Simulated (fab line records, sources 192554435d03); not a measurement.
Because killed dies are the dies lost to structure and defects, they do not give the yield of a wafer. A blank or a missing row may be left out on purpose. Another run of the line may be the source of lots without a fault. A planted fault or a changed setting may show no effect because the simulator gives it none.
fab line records | flow n5-finfet
record lots=7 | wafers=21
route steps=1938 shown BEOL_M1@783 BEOL_M2@846 BEOL_M3@974 BEOL_M4@1040
start-h: hours from the record's opening day to when the first of the lot's shown wafers began | wait-h: how many hours have passed since the lot's step before this one | " unchanged from the row above | L1.1+2: several wafers, shown together as one row | - no value, or no start given | * or withheld: withheld | < > ~ a bound
route shown NAME@n: NAME is a module with steps in the file, n the number in the route of the first one | usual: mean/standard deviation taken from wafers without a fault | same: alike in all rows | chamber/n: place in a boat | sites: each site's reading | _std_site: standard deviation of those values | _edge_site: inner sites' mean taken away from outer sites' mean | radius-mm: how far each site lies from the wafer's centre | mask NAME#n: copy n | behind: tool/chamber where the wafer was last shaped | hold: what put the lot on hold/how long, in hours/how the hold closed | device: the transistor (n, p or np) that didn't switch | end of line: the route-end tests of the same wafers | where a step has no rows: the recipe by itself | killed: not the wafer's yield, but the dies lost to structure and defects at the first sort | map: shows each die of a wafer: x if killed, . if not, _ if none is there
set.NAME: the run value of the setting; set.NAME@STEP: its run value at that earlier step | model.NAME: the simulator's own value behind a step, which no gauge read
lots run with intentionally changed settings; tables by step, rows by wafer
## steps
# step N5_BEOL_M1_EXPOSE_25
# recipe mask-id=V0 | na=0.33 | source-shape=quasar | sigma-inner=0.2 | sigma-outer=0.8 | polarization=unpolarized | defocus-nm=5 | target-cd-nm=24 | dose-mj=63
lot.wafer  | tool           | chamber | start-h | wait-h | mask | set.dose-mj
L079.1+5   | euv-scanner-02 | 0       | 150.86  | -      | V0#0 | 63
L079.2     | "              | 0       | "       | "      | V0#0 | 60.32
L081.1+4+5 | euv-scanner-02 | 0       | 177.66  | -      | V0#0 | 63
L082.2+4+5 | euv-scanner-01 | 0       | 192.80  | -      | V0#0 | 63
L086.1+5   | euv-scanner-01 | 0       | 205.19  | -      | V0#0 | 59.95
L086.6     | "              | 0       | "       | "      | V0#0 | 63
L087.1+2   | euv-scanner-01 | 0       | 209.76  | -      | V0#0 | 63
L087.5     | "              | 0       | "       | "      | V0#0 | 60.49
L090.1+6   | euv-scanner-01 | 0       | 228.70  | -      | V0#0 | 63
L090.5     | "              | 0       | "       | "      | V0#0 | 66.56
L096.2+5+6 | euv-scanner-02 | 0       | 260.53  | -      | V0#0 | 65.32
# step N5_BEOL_M1_PEB_26
# recipe peb-temp-c=100 | peb-time-s=60 | resist=CAR-EUV
# step N5_BEOL_M1_DEVELOP_27
# recipe develop-time-s=30 | developer=TMAH | resist=CAR-EUV | rinse-liquid=surfactant-rinse | dry=air-spin | dev-temp-c=23
# step N5_BEOL_M1_CD_MEAS_28
# recipe landing-energy-ev=500 | detector=se-inlens | target-cd-y-nm=23.3
# usual cd-nm=23.98/0.23
lot.wafer | tool      | chamber | start-h | wait-h | set.dose-mj@BEOL_M1_EXPOSE_25 | cd-nm
L079.1    | cd-sem-03 | 0       | 151.01  | -      | 63                            | 24.02
L079.2    | "         | 0       | "       | "      | 60.32                         | 22.74
L079.5    | "         | 0       | "       | "      | 63                            | 24.09
L081.1    | cd-sem-03 | 0       | 177.80  | -      | 63                            | 23.91
L081.4    | "         | 0       | "       | "      | 63                            | 24.32
L081.5    | "         | 0       | "       | "      | 63                            | 24.18
L082.2    | cd-sem-01 | 0       | 192.94  | -      | 63                            | 23.77
L082.4    | "         | 0       | "       | "      | 63                            | 23.74
L082.5    | "         | 0       | "       | "      | 63                            | 23.99
L086.1    | cd-sem-03 | 0       | 205.33  | -      | 59.95                         | 22.66
L086.5    | "         | 0       | "       | "      | 59.95                         | 23.16
L086.6    | "         | 0       | "       | "      | 63                            | 23.99
L087.1    | cd-sem-01 | 0       | 209.90  | -      | 63                            | 24.35
L087.2    | "         | 0       | "       | "      | 63                            | 24.16
L087.5    | "         | 0       | "       | "      | 60.49                         | 23.32
L090.1    | cd-sem-01 | 0       | 228.84  | -      | 63                            | 24.10
L090.5    | "         | 0       | "       | "      | 66.56                         | 25.36
L090.6    | "         | 0       | "       | "      | 63                            | 24.34
L096.2    | cd-sem-02 | 0       | 260.66  | -      | 65.32                         | 24.47
L096.5    | "         | 0       | "       | "      | 65.32                         | 24.51
L096.6    | "         | 0       | "       | "      | 65.32                         | 24.71
# step N5_BEOL_M1_ETCH_70
# recipe chemistry=N2/H2 | target=SOC | target-depth-a=800 | overetch-a=160 | mask-material=SiARC | temp-c=40 | time-s=120 | ion-energy-ev=200 | pressure-mtorr=30 | source-w=840 | bias-w=150 | n2-flow-sccm=200 | h2-flow-sccm=200
# usual rf-vpp-V=524.5/2.6
lot.wafer | tool        | chamber | start-h | wait-h | set.source-w | rf-vpp-V
L079.1    | rie-diel-06 | 1       | 157.93  | 0.0    | 840          | 520.8
L079.2    | "           | 3       | "       | "      | 927.9        | 504.2
L079.5    | "           | 0       | "       | "      | 840          | 525.5
L081.1    | rie-diel-05 | 2       | 187.27  | 0.0    | 840          | 523.3
L081.4    | "           | 2       | "       | "      | 840          | 522.4
L081.5    | "           | 1       | "       | "      | 840          | 526.2
L082.2    | rie-diel-06 | 1       | 199.49  | 0.0    | 779.8        | 533.5
L082.4    | "           | 3       | "       | "      | 840          | 521.9
L082.5    | "           | 3       | "       | "      | 779.8        | 535.7
L086.1    | rie-diel-06 | 0       | 207.26  | 0.0    | 840          | 525.1
L086.5    | "           | 0       | "       | "      | 840          | 524.7
L086.6    | "           | 3       | "       | "      | 840          | 521.8
L087.1    | rie-diel-06 | 2       | 210.48  | 0.0    | 840          | 525.2
L087.2    | "           | 3       | "       | "      | 840          | 521.2
L087.5    | "           | 0       | "       | "      | 840          | 526.0
L090.1    | rie-diel-02 | 1       | 232.13  | 0.0    | 906.4        | 512.1
L090.5    | "           | 1       | "       | "      | 906.4        | 513.3
L090.6    | "           | 2       | "       | "      | 840          | 521.3
L096.2    | rie-diel-06 | 2       | 264.68  | 0.0    | 840          | 523.8
L096.5    | "           | 1       | "       | "      | 840          | 522.0
L096.6    | "           | 2       | "       | "      | 840          | 524.2
# step N5_BEOL_M1_STRIP_71
# recipe chemistry=N2/H2 | temp-c=40 | n2-flow-sccm=200 | h2-flow-sccm=200 | rf-frequency-hz=6e+07
# step N5_BEOL_M1_STRIP_78
# recipe chemistry=N2/H2 | temp-c=40 | n2-flow-sccm=200 | h2-flow-sccm=200 | rf-frequency-hz=6e+07
# step N5_BEOL_M1_VIA_ETCH_34
# recipe chemistry=C4F6/O2 | target-depth-a=678 | mask-material=SOC | pressure-mtorr=15 | ion-energy-ev=250 | taper-deg=4 | time-s=64.4 | source-w=350 | bias-w=170 | Ar_flow_sccm=300 | C4F6_flow_sccm=10 | O2_flow_sccm=10
lot.wafer | tool        | chamber | start-h | wait-h | set.dose-mj@BEOL_M1_EXPOSE_25 | model.BEOL_M1.cd-nm
L079.1    | rie-diel-06 | 1       | 158.03  | 0.0    | 63                            | 17.8
L079.2    | "           | 3       | "       | "      | 60.32                         | 17.2
L079.5    | "           | 0       | "       | "      | 63                            | 18.2
L081.1+5  | rie-diel-05 | 2,1     | 187.37  | 0.0    | 63                            | 18.2
L081.4    | "           | 2       | "       | "      | 63                            | 18.4
L082.2+5  | rie-diel-06 | 1,3     | 199.59  | 0.0    | 63                            | 18
L082.4    | "           | 3       | "       | "      | 63                            | 18.2
L086.1+5  | rie-diel-06 | 0       | 207.36  | 0.0    | 59.95                         | 17
L086.6    | "           | 3       | "       | "      | 63                            | 18.4
L087.1+2  | rie-diel-06 | 2,3     | 210.59  | 0.0    | 63                            | 18.4
L087.5    | "           | 0       | "       | "      | 60.49                         | 17.4
L090.1    | rie-diel-02 | 1       | 232.23  | 0.0    | 63                            | 18.4
L090.5    | "           | 1       | "       | "      | 66.56                         | 19.2
L090.6    | "           | 2       | "       | "      | 63                            | 18
L096.2+5  | rie-diel-06 | 2,1     | 264.78  | 0.0    | 65.32                         | 18.8
L096.6    | "           | 2       | "       | "      | 65.32                         | 18.4
# step N5_BEOL_M2_COAT_62
# recipe resist=SiARC | temp-c=220 | time-s=60 | spin-rpm=1500 | resist-thk-nm=12
lot.wafer  | tool           | chamber | start-h | wait-h | set.spin-rpm | model.SiARC_of_BEOL_M2_COAT_62.thk-nm
L079.1+2+5 | litho-track-03 | 0       | -       | -      | 1500         | 12
L081.1+4+5 | litho-track-03 | 0       | -       | -      | 1500         | 12
L082.2+4   | litho-track-04 | 0       | -       | -      | 1500         | 12
L082.5     | "              | 0       | "       | "      | 1565         | 11.6
L086.1     | litho-track-04 | 0       | -       | -      | 1659         | 11.4
L086.5+6   | "              | 0       | "       | "      | 1500         | 12
L087.1+2+5 | litho-track-04 | 0       | -       | -      | 1575         | 11.6
L090.1+5+6 | litho-track-03 | 0       | -       | -      | 1500         | 12
L096.2     | litho-track-02 | 0       | -       | -      | 1640         | 11.4
L096.5+6   | "              | 0       | "       | "      | 1500         | 12
# step N5_BEOL_M2_COAT_73
# recipe resist=underlayer | temp-c=205 | time-s=60 | spin-rpm=1500 | resist-thk-nm=5
# step N5_BEOL_M2_COAT_05
# recipe resist=CAR-EUV | spin-rpm=1500 | resist-thk-nm=30
# step N5_BEOL_M2_DESCUM_16
# recipe chemistry=O2 | time-s=7 | source-power-w=50 | bias-power-w=20 | pressure-mtorr=20 | rf-frequency-hz=2.712e+07 | temp-c=40 | resist=CAR-EUV | o2-flow-sccm=225
# step N5_BEOL_M2_ETCH_74
# recipe chemistry=N2/H2 | target=underlayer | target-depth-a=65 | mask-material=CAR-EUV | time-s=5.2 | ion-energy-ev=200 | pressure-mtorr=30 | source-w=840 | bias-w=150 | n2-flow-sccm=200 | h2-flow-sccm=200 | ends=cleared
# step N5_BEOL_M2_ETCH_63
# recipe chemistry=CF4 | target=SiARC | target-depth-a=156 | mask-material=CAR-EUV | time-s=26 | ion-energy-ev=80 | pressure-mtorr=40 | source-w=545 | bias-w=36 | Ar_flow_sccm=100 | cf4-flow-sccm=100 | ends=cleared
lot.wafer | tool        | chamber | start-h | wait-h | set.spin-rpm@BEOL_M2_COAT_62 | model.etch.depth-nm
L079.1    | rie-diel-04 | 1       | 163.39  | 0.0    | 1500                         | 11.98
L079.2+5  | "           | 2,3     | "       | "      | 1500                         | 11.97
L081.1    | rie-diel-01 | 1       | 192.39  | 0.0    | 1500                         | 12
L081.4    | "           | 0       | "       | "      | 1500                         | 12.01
L081.5    | "           | 0       | "       | "      | 1500                         | 11.97
L082.2    | rie-diel-03 | 2       | 205.42  | 0.0    | 1500                         | 11.95
L082.4    | "           | 0       | "       | "      | 1500                         | 11.94
L082.5    | "           | 1       | "       | "      | 1565                         | 11.66
L086.1    | rie-diel-04 | 0       | 215.74  | 0.0    | 1659                         | 11.42
L086.5+6  | "           | 0,1     | "       | "      | 1500                         | 12
L087.1    | rie-diel-01 | 1       | 218.34  | 0.0    | 1575                         | 11.67
L087.2    | "           | 3       | "       | "      | 1575                         | 11.65
L087.5    | "           | 0       | "       | "      | 1575                         | 11.64
L090.1    | rie-diel-01 | 2       | 237.85  | 0.0    | 1500                         | 12.05
L090.5    | "           | 0       | "       | "      | 1500                         | 12.03
L090.6    | "           | 3       | "       | "      | 1500                         | 12.04
L096.2    | rie-diel-03 | 0       | 273.59  | 0.0    | 1640                         | 11.49
L096.5    | "           | 2       | "       | "      | 1500                         | 12
L096.6    | "           | 0       | "       | "      | 1500                         | 11.98
# step N5_BEOL_M2_COAT_67
# recipe resist=SOC | temp-c=250 | time-s=60 | spin-rpm=1500 | resist-thk-nm=60
lot.wafer  | tool           | chamber | start-h | wait-h | set.spin-rpm | model.SOC_of_BEOL_M2_COAT_67.thk-nm
L079.1     | litho-track-02 | 0       | 163.81  | 0.0    | 1500         | 59.8
L079.2+5   | "              | 0       | "       | "      | 1378         | 62.8
L081.1     | litho-track-04 | 0       | 192.90  | 0.0    | 1500         | 59.8
L081.4     | "              | 0       | "       | "      | 1500         | 59.6
L081.5     | "              | 0       | "       | "      | 1500         | 60
L082.2     | litho-track-02 | 0       | 205.84  | 0.0    | 1500         | 59.8
L082.4     | "              | 0       | "       | "      | 1453         | 61.2
L082.5     | "              | 0       | "       | "      | 1453         | 61
L086.1     | litho-track-04 | 0       | 216.16  | 0.0    | 1500         | 59.6
L086.5     | "              | 0       | "       | "      | 1552         | 58.8
L086.6     | "              | 0       | "       | "      | 1500         | 59.8
L087.1     | litho-track-04 | 0       | 218.81  | 0.0    | 1500         | 59.8
L087.2+5   | "              | 0       | "       | "      | 1553         | 58.6
L090.1+6   | litho-track-02 | 0       | 238.29  | 0.0    | 1500         | 60
L090.5     | "              | 0       | "       | "      | 1500         | 60.2
L096.2+5+6 | litho-track-02 | 0       | 274.09  | 0.0    | 1500         | 60
# step N5_BEOL_M2_COAT_68
# recipe resist=SiARC | temp-c=220 | time-s=60 | spin-rpm=1500 | resist-thk-nm=12
# step N5_BEOL_M2_COAT_76
# recipe resist=underlayer | temp-c=205 | time-s=60 | spin-rpm=1500 | resist-thk-nm=5
# step N5_BEOL_M2_ALD_98
# recipe material=SiO2 | target-thk-a=25 | temp-c=100 | ald-precursor-family=BDEAS | ald-co-reactant=O2-plasma | pulse-time-s=1 | co-reactant-pulse-time-s=1 | purge-time-s=2 | co-reactant-purge-time-s=2 | ald-cycles=17 | pressure-torr=2
# step N5_BEOL_M2_ETCHBACK_99
# recipe chemistry=CHF3 | target=SiO2 | target-depth-a=50 | time-s=10.4 | source-w=215 | bias-w=47 | Ar_flow_sccm=200 | CHF3_flow_sccm=12 | ion-energy-ev=100 | pressure-mtorr=30
# step N5_BEOL_M2_ETCH_70
# recipe chemistry=N2/H2 | target=SOC | target-depth-a=800 | overetch-a=240 | mask-material=SiARC | temp-c=40 | time-s=130 | ion-energy-ev=200 | pressure-mtorr=30 | source-w=840 | bias-w=150 | n2-flow-sccm=200 | h2-flow-sccm=200
lot.wafer | tool        | chamber | start-h | wait-h | set.spin-rpm@BEOL_M2_COAT_67 | model.etch.depth-nm
L079.1    | rie-diel-04 | 2       | 167.67  | 0.0    | 1500                         | 59.83
L079.2    | "           | 0       | "       | "      | 1378                         | 62.73
L079.5    | "           | 3       | "       | "      | 1378                         | 62.72
L081.1    | rie-diel-03 | 1       | 204.30  | 0.0    | 1500                         | 59.77
L081.4    | "           | 3       | "       | "      | 1500                         | 59.7
L081.5    | "           | 1       | "       | "      | 1500                         | 59.95
L082.2    | rie-diel-04 | 1       | 208.20  | 0.0    | 1500                         | 59.8
L082.4    | "           | 2       | "       | "      | 1453                         | 61.17
L082.5    | "           | 1       | "       | "      | 1453                         | 61.04
L086.1    | rie-diel-01 | 0       | 217.09  | 0.0    | 1500                         | 59.51
L086.5    | "           | 2       | "       | "      | 1552                         | 58.74
L086.6    | "           | 3       | "       | "      | 1500                         | 59.8
L087.1    | rie-diel-04 | 2       | 223.86  | 0.0    | 1500                         | 59.9
L087.2+5  | "           | 0,3     | "       | "      | 1553                         | 58.69
L090.1    | rie-diel-03 | 2       | 246.64  | 0.0    | 1500                         | 60.01
L090.5    | "           | 2       | "       | "      | 1500                         | 60.13
L090.6    | "           | 3       | "       | "      | 1500                         | 60.04
L096.2    | rie-diel-04 | 0       | 276.51  | 0.0    | 1500                         | 60.04
L096.5    | "           | 1       | "       | "      | 1500                         | 59.96
L096.6    | "           | 2       | "       | "      | 1500                         | 59.93
# step N5_BEOL_M2_STRIP_71
# recipe chemistry=N2/H2 | temp-c=40 | n2-flow-sccm=200 | h2-flow-sccm=200 | rf-frequency-hz=6e+07
# step N5_BEOL_M2_STRIP_78
# recipe chemistry=N2/H2 | temp-c=40 | n2-flow-sccm=200 | h2-flow-sccm=200 | rf-frequency-hz=6e+07
# step N5_BEOL_M2_VIA_ETCH_34
# recipe chemistry=C4F6/O2 | target-depth-a=694 | mask-material=SOC | pressure-mtorr=15 | ion-energy-ev=250 | taper-deg=4 | time-s=65.9 | source-w=350 | bias-w=170 | Ar_flow_sccm=300 | C4F6_flow_sccm=10 | O2_flow_sccm=10
lot.wafer | tool        | chamber | start-h | wait-h | set.spin-rpm@BEOL_M2_COAT_67 | model.SOC_of_BEOL_M2_COAT_67.thk-nm
L079.1    | rie-diel-04 | 2       | 167.78  | 0.0    | 1500                         | 51.8
L079.2    | "           | 0       | "       | "      | 1378                         | 54.6
L079.5    | "           | 3       | "       | "      | 1378                         | 54.8
L081.1+4  | rie-diel-03 | 1,3     | 204.40  | 0.0    | 1500                         | 51.6
L081.5    | "           | 1       | "       | "      | 1500                         | 51.8
L082.2    | rie-diel-04 | 1       | 208.31  | 0.0    | 1500                         | 51.8
L082.4    | "           | 2       | "       | "      | 1453                         | 53.2
L082.5    | "           | 1       | "       | "      | 1453                         | 53
L086.1    | rie-diel-01 | 0       | 217.19  | 0.0    | 1500                         | 51.4
L086.5    | "           | 2       | "       | "      | 1552                         | 50.6
L086.6    | "           | 3       | "       | "      | 1500                         | 51.6
L087.1    | rie-diel-04 | 2       | 223.97  | 0.0    | 1500                         | 52
L087.2    | "           | 0       | "       | "      | 1553                         | 50.8
L087.5    | "           | 3       | "       | "      | 1553                         | 50.6
L090.1    | rie-diel-03 | 2       | 246.75  | 0.0    | 1500                         | 52.2
L090.5    | "           | 2       | "       | "      | 1500                         | 52.4
L090.6    | "           | 3       | "       | "      | 1500                         | 51.8
L096.2    | rie-diel-04 | 0       | 276.61  | 0.0    | 1500                         | 52
L096.5+6  | "           | 1,2     | "       | "      | 1500                         | 51.8
# step N5_BEOL_M3_ETCH_70
# recipe chemistry=N2/H2 | target=SOC | target-depth-a=800 | overetch-a=160 | mask-material=SiARC | temp-c=40 | time-s=120 | ion-energy-ev=200 | pressure-mtorr=30 | source-w=840 | bias-w=150 | n2-flow-sccm=200 | h2-flow-sccm=200
# usual rf-vpp-V=524.4/2.6
lot.wafer | tool        | chamber | start-h | wait-h | set.source-w | rf-vpp-V
L079.1    | rie-diel-02 | 3       | 174.26  | 0.0    | 921.4        | 508.8
L079.2    | "           | 2       | "       | "      | 921.4        | 506.2
L079.5    | "           | 3       | "       | "      | 840          | 525.6
L081.1    | rie-diel-02 | 3       | 213.80  | 0.0    | 840          | 525.6
L081.4    | "           | 3       | "       | "      | 840          | 524.0
L081.5    | "           | 0       | "       | "      | 840          | 528.0
L082.2    | rie-diel-06 | 3       | 218.10  | 0.0    | 840          | 521.9
L082.4    | "           | 2       | "       | "      | 840          | 523.1
L082.5    | "           | 1       | "       | "      | 840          | 518.8
L086.1    | rie-diel-06 | 0       | 226.24  | 0.0    | 840          | 525.2
L086.5    | "           | 3       | "       | "      | 840          | 520.7
L086.6    | "           | 2       | "       | "      | 840          | 522.7
L087.1    | rie-diel-02 | 3       | 232.60  | 0.0    | 840          | 527.4
L087.2    | "           | 1       | "       | "      | 769.8        | 541.6
L087.5    | "           | 2       | "       | "      | 840          | 522.2
L090.1    | rie-diel-05 | 1       | 254.70  | 0.0    | 840          | 526.1
L090.5    | "           | 1       | "       | "      | 840          | 525.5
L090.6    | "           | 0       | "       | "      | 840          | 522.4
L096.2    | rie-diel-02 | 1       | 285.23  | 0.0    | 840          | 525.3
L096.5    | "           | 0       | "       | "      | 840          | 527.5
L096.6    | "           | 3       | "       | "      | 840          | 525.0
# step N5_BEOL_M4_ETCH_64
# recipe chemistry=N2/H2 | target=SOC | target-depth-a=750 | overetch-a=225 | mask-material=SiARC | temp-c=40 | time-s=121.9 | ion-energy-ev=200 | pressure-mtorr=30 | source-w=840 | bias-w=150 | n2-flow-sccm=200 | h2-flow-sccm=200
# usual rf-vpp-V=524.3/2.1
lot.wafer | tool        | chamber | start-h | wait-h | set.bias-w | rf-vpp-V | model.SiARC_of_BEOL_M4_COAT_62.thk-nm
L079.1    | rie-diel-01 | 3       | 180.12  | 0.0    | 170        | 567.6    | 5.2
L079.2    | "           | 2       | "       | "      | 150        | 524.4    | 6.2
L079.5    | "           | 3       | "       | "      | 170        | 567.5    | 5.2
L081.1    | rie-diel-01 | 3       | 219.43  | 0.0    | 150        | 524.1    | 6.2
L081.4    | "           | 2       | "       | "      | 150        | 524.6    | 6.4
L081.5    | "           | 3       | "       | "      | 150        | 523.9    | 6.2
L082.2    | rie-diel-04 | 1       | 225.06  | 0.0    | 150        | 527.9    | 6.4
L082.4    | "           | 0       | "       | "      | 150        | 523.4    | 6.4
L082.5    | "           | 3       | "       | "      | 150        | 523.0    | 6.4
L086.1    | rie-diel-01 | 2       | 233.06  | 0.0    | 150        | 523.5    | 6.4
L086.5    | "           | 2       | "       | "      | 150        | 524.8    | 6.4
L086.6    | "           | 0       | "       | "      | 150        | 529.5    | 6.4
L087.1    | rie-diel-03 | 0       | 238.22  | 0.0    | 150        | 524.2    | 6.6
L087.2    | "           | 2       | "       | "      | 150        | 524.6    | 6.6
L087.5    | "           | 0       | "       | "      | 150        | 526.1    | 6.4
L090.1    | rie-diel-04 | 2       | 260.13  | 0.0    | 150        | 523.5    | 6.4
L090.5    | "           | 1       | "       | "      | 150        | 527.7    | 6.4
L090.6    | "           | 3       | "       | "      | 174.4      | 573.8    | 5.2
L096.2    | rie-diel-04 | 3       | 290.84  | 0.0    | 157.6      | 538.6    | 6
L096.5    | "           | 0       | "       | "      | 157.6      | 539.6    | 6
L096.6    | "           | 3       | "       | "      | 150        | 522.3    | 6.4
# step N5_BEOL_M4_COAT_68
# recipe resist=SiARC | temp-c=220 | time-s=60 | spin-rpm=1500 | resist-thk-nm=12
lot.wafer  | tool           | chamber | start-h | wait-h | set.spin-rpm | model.SiARC_of_BEOL_M4_COAT_68.thk-nm
L079.1+2   | litho-track-04 | 0       | -       | -      | 1500         | 12
L079.5     | "              | 0       | "       | "      | 1404         | 12.4
L081.1+4+5 | litho-track-02 | 0       | -       | -      | 1500         | 12
L082.2+4+5 | litho-track-04 | 0       | -       | -      | 1500         | 12
L086.1     | litho-track-01 | 0       | -       | -      | 1402         | 12.4
L086.5+6   | "              | 0       | "       | "      | 1500         | 12
L087.1     | litho-track-04 | 0       | -       | -      | 1500         | 12
L087.2+5   | "              | 0       | "       | "      | 1338         | 12.6
L090.1+5+6 | litho-track-02 | 0       | -       | -      | 1500         | 12
L096.2+5+6 | litho-track-04 | 0       | -       | -      | 1500         | 12
# step N5_BEOL_M4_COAT_76
# recipe resist=underlayer | temp-c=205 | time-s=60 | spin-rpm=1500 | resist-thk-nm=5
# step N5_BEOL_M4_COAT_22
# recipe resist=CAR-EUV | spin-rpm=1500 | resist-thk-nm=30
# step N5_BEOL_M4_DESCUM_33
# recipe chemistry=O2 | time-s=7 | source-power-w=50 | bias-power-w=20 | pressure-mtorr=20 | rf-frequency-hz=2.712e+07 | temp-c=40 | resist=CAR-EUV | o2-flow-sccm=225
# step N5_BEOL_M4_ETCH_77
# recipe chemistry=N2/H2 | target=underlayer | target-depth-a=65 | mask-material=CAR-EUV | time-s=5.2 | ion-energy-ev=200 | pressure-mtorr=30 | source-w=840 | bias-w=150 | n2-flow-sccm=200 | h2-flow-sccm=200 | ends=cleared
# step N5_BEOL_M4_ETCH_69
# recipe chemistry=CF4 | target=SiARC | target-depth-a=156 | mask-material=CAR-EUV | time-s=26 | ion-energy-ev=80 | pressure-mtorr=40 | source-w=545 | bias-w=36 | Ar_flow_sccm=100 | cf4-flow-sccm=100 | ends=cleared
lot.wafer | tool        | chamber | start-h | wait-h | set.spin-rpm@BEOL_M4_COAT_68 | model.etch.depth-nm | model.CAR-EUV_of_BEOL_M4_COAT_22.thk-nm
L079.1    | rie-diel-03 | 0       | 181.17  | 0.0    | 1500                         | 11.96               | 11
L079.2    | "           | 2       | "       | "      | 1500                         | 11.97               | 11
L079.5    | "           | 2       | "       | "      | 1404                         | 12.38               | 10.8
L081.1    | rie-diel-01 | 0       | 220.40  | 0.0    | 1500                         | 12                  | 11.2
L081.4    | "           | 1       | "       | "      | 1500                         | 11.98               | 11.2
L081.5    | "           | 1       | "       | "      | 1500                         | 11.97               | 11
L082.2    | rie-diel-03 | 0       | 226.54  | 0.0    | 1500                         | 11.98               | 11.2
L082.4    | "           | 2       | "       | "      | 1500                         | 11.99               | 11.2
L082.5    | "           | 1       | "       | "      | 1500                         | 11.97               | 11.2
L086.1    | rie-diel-03 | 1       | 234.00  | 0.0    | 1402                         | 12.38               | 11
L086.5    | "           | 2       | "       | "      | 1500                         | 12.01               | 11.2
L086.6    | "           | 1       | "       | "      | 1500                         | 11.95               | 11.2
L087.1    | rie-diel-01 | 2       | 239.07  | 0.0    | 1500                         | 11.94               | 11.2
L087.2    | "           | 3       | "       | "      | 1338                         | 12.66               | 10.6
L087.5    | "           | 3       | "       | "      | 1338                         | 12.68               | 10.6
L090.1    | rie-diel-01 | 3       | 260.98  | 0.0    | 1500                         | 12.02               | 11
L090.5    | "           | 3       | "       | "      | 1500                         | 12.02               | 11.2
L090.6    | "           | 0       | "       | "      | 1500                         | 12.01               | 11.2
L096.2    | rie-diel-04 | 1       | 291.81  | 0.0    | 1500                         | 11.99               | 11.2
L096.5    | "           | 3       | "       | "      | 1500                         | 12.03               | 11.2
L096.6    | "           | 2       | "       | "      | 1500                         | 12.02               | 11.2
# step N5_BEOL_M4_ALD_98
# recipe material=SiO2 | target-thk-a=25 | temp-c=100 | ald-precursor-family=BDEAS | ald-co-reactant=O2-plasma | pulse-time-s=1 | co-reactant-pulse-time-s=1 | purge-time-s=2 | co-reactant-purge-time-s=2 | ald-cycles=17 | pressure-torr=2
# step N5_BEOL_M4_ETCHBACK_99
# recipe chemistry=CHF3 | target=SiO2 | target-depth-a=50 | time-s=10.4 | source-w=215 | bias-w=47 | Ar_flow_sccm=200 | CHF3_flow_sccm=12 | ion-energy-ev=100 | pressure-mtorr=30
# step N5_BEOL_M4_ETCH_70
# recipe chemistry=N2/H2 | target=SOC | target-depth-a=800 | overetch-a=240 | mask-material=SiARC | temp-c=40 | time-s=130 | ion-energy-ev=200 | pressure-mtorr=30 | source-w=840 | bias-w=150 | n2-flow-sccm=200 | h2-flow-sccm=200
lot.wafer  | tool        | chamber | start-h | wait-h | set.spin-rpm@BEOL_M4_COAT_68 | model.SiARC_of_BEOL_M4_COAT_68.thk-nm
L079.1     | rie-diel-04 | 1       | 199.21  | 0.0    | 1500                         | 6
L079.2     | "           | 3       | "       | "      | 1500                         | 5.8
L079.5     | "           | 0       | "       | "      | 1404                         | 6.4
L081.1+4+5 | rie-diel-01 | 1,2,3   | 220.65  | 0.0    | 1500                         | 5.8
L082.2+4+5 | rie-diel-03 | 0,0,2   | 229.06  | 0.0    | 1500                         | 6
L086.1     | rie-diel-01 | 3       | 241.86  | 0.0    | 1402                         | 6.2
L086.5+6   | "           | 2,0     | "       | "      | 1500                         | 5.8
L087.1     | rie-diel-04 | 1       | 249.60  | 0.0    | 1500                         | 5.8
L087.2     | "           | 3       | "       | "      | 1338                         | 6.4
L087.5     | "           | 1       | "       | "      | 1338                         | 6.6
L090.1+5   | rie-diel-03 | 2       | 264.60  | 0.0    | 1500                         | 6.2
L090.6     | "           | 0       | "       | "      | 1500                         | 6
L096.2     | rie-diel-03 | 2       | 298.23  | 0.0    | 1500                         | 6
L096.5     | "           | 0       | "       | "      | 1500                         | 5.8
L096.6     | "           | 3       | "       | "      | 1500                         | 5.6
## key
split step=N5_BEOL_M1_EXPOSE_25 | setting=dose-mj | stated=63 | by=wafer
response step=N5_BEOL_M1_CD_MEAS_28 | reading=cd-nm | change=+0.235 | per=1% | r=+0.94
response step=N5_BEOL_M1_VIA_ETCH_34 | reading=model.BEOL_M1.cd-nm | change=+0.222 | per=1% | r=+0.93
split step=N5_BEOL_M1_ETCH_70 | setting=source-w | stated=840 | by=wafer
response step=N5_BEOL_M1_ETCH_70 | reading=rf-vpp-V | change=-1.6 | per=1% | r=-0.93
split step=N5_BEOL_M2_COAT_62 | setting=spin-rpm | stated=1500 | by=wafer
response step=N5_BEOL_M2_COAT_62 | reading=model.SiARC_of_BEOL_M2_COAT_62.thk-nm | change=-0.0627 | per=1% | r=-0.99
response step=N5_BEOL_M2_ETCH_63 | reading=model.etch.depth-nm | change=-0.0554 | per=1% | r=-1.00
split step=N5_BEOL_M2_COAT_67 | setting=spin-rpm | stated=1500 | by=wafer
response step=N5_BEOL_M2_COAT_67 | reading=model.SOC_of_BEOL_M2_COAT_67.thk-nm | change=-0.357 | per=1% | r=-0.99
response step=N5_BEOL_M2_ETCH_70 | reading=model.etch.depth-nm | change=-0.349 | per=1% | r=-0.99
response step=N5_BEOL_M2_VIA_ETCH_34 | reading=model.SOC_of_BEOL_M2_COAT_67.thk-nm | change=-0.352 | per=1% | r=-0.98
split step=N5_BEOL_M3_ETCH_70 | setting=source-w | stated=840 | by=wafer
response step=N5_BEOL_M3_ETCH_70 | reading=rf-vpp-V | change=-1.93 | per=1% | r=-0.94
split step=N5_BEOL_M4_ETCH_64 | setting=bias-w | stated=150 | by=wafer
response step=N5_BEOL_M4_ETCH_64 | reading=rf-vpp-V | change=+3.09 | per=1% | r=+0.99
response step=N5_BEOL_M4_ETCH_64 | reading=model.SiARC_of_BEOL_M4_COAT_62.thk-nm | change=-0.0745 | per=1% | r=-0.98
split step=N5_BEOL_M4_COAT_68 | setting=spin-rpm | stated=1500 | by=wafer
response step=N5_BEOL_M4_COAT_68 | reading=model.SiARC_of_BEOL_M4_COAT_68.thk-nm | change=-0.0582 | per=1% | r=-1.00
response step=N5_BEOL_M4_ETCH_69 | reading=model.etch.depth-nm | change=-0.0655 | per=1% | r=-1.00
response step=N5_BEOL_M4_ETCH_69 | reading=model.CAR-EUV_of_BEOL_M4_COAT_22.thk-nm | change=+0.0453 | per=1% | r=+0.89
response step=N5_BEOL_M4_ETCH_70 | reading=model.SiARC_of_BEOL_M4_COAT_68.thk-nm | change=-0.0668 | per=1% | r=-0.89
